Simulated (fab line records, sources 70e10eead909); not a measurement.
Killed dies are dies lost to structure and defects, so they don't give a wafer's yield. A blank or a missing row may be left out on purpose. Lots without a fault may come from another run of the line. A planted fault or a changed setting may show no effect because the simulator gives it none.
Chamber matching | flow nand_harc | NHARC_A_STAIRCASE_DESCUM_270 on rie_diel-08: 4 sister chambers
The step chemistry O2, time 3 s. 4 wafers are shown with their chamber, then 7 later ones without.

WAFERS WITH THEIR CHAMBER
wafer  | chamber | drypump_motor_current_A (A)
L078.1 | 2       | 6.4
L080.2 | 0       | 6.0
L083.3 | 3       | 5.1
L083.4 | 1       | 5.5

WAFERS WITHOUT THEIR CHAMBER
wafer  | drypump_motor_current_A (A)
L083.6 | 5.1
L087.1 | 6.0
L087.2 | 6.3
L087.3 | 5.5
L093.1 | 5.1
L093.2 | 5.5
L093.5 | 5.5

WHICH CHAMBER EACH WENT THROUGH
wafer  | from the rows above | in truth
L083.6 | 3                   | 3
L087.1 | 0                   | 0
L087.2 | 2                   | 2
L087.3 | 1                   | 1
L093.1 | 3                   | 3
L093.2 | 1                   | 1
L093.5 | 1                   | 1
Placed correctly: 7 of 7. Can't be placed from these rows: 0. Placed wrongly: 0.
How it was worked out, from the rows above alone: a wafer's distance from a chamber is the root of the sum, over the readings, of the square of ((its reading less the chamber's mean) divided by the reading's scatter). The wafer belongs to the nearest chamber; if the next one is less than 2 further off, it can't be placed. A chamber's mean is the mean of its shown wafers. The scatter: with one shown wafer a chamber, the root of the mean of the squares of how far each hidden wafer lies from its nearest shown one.
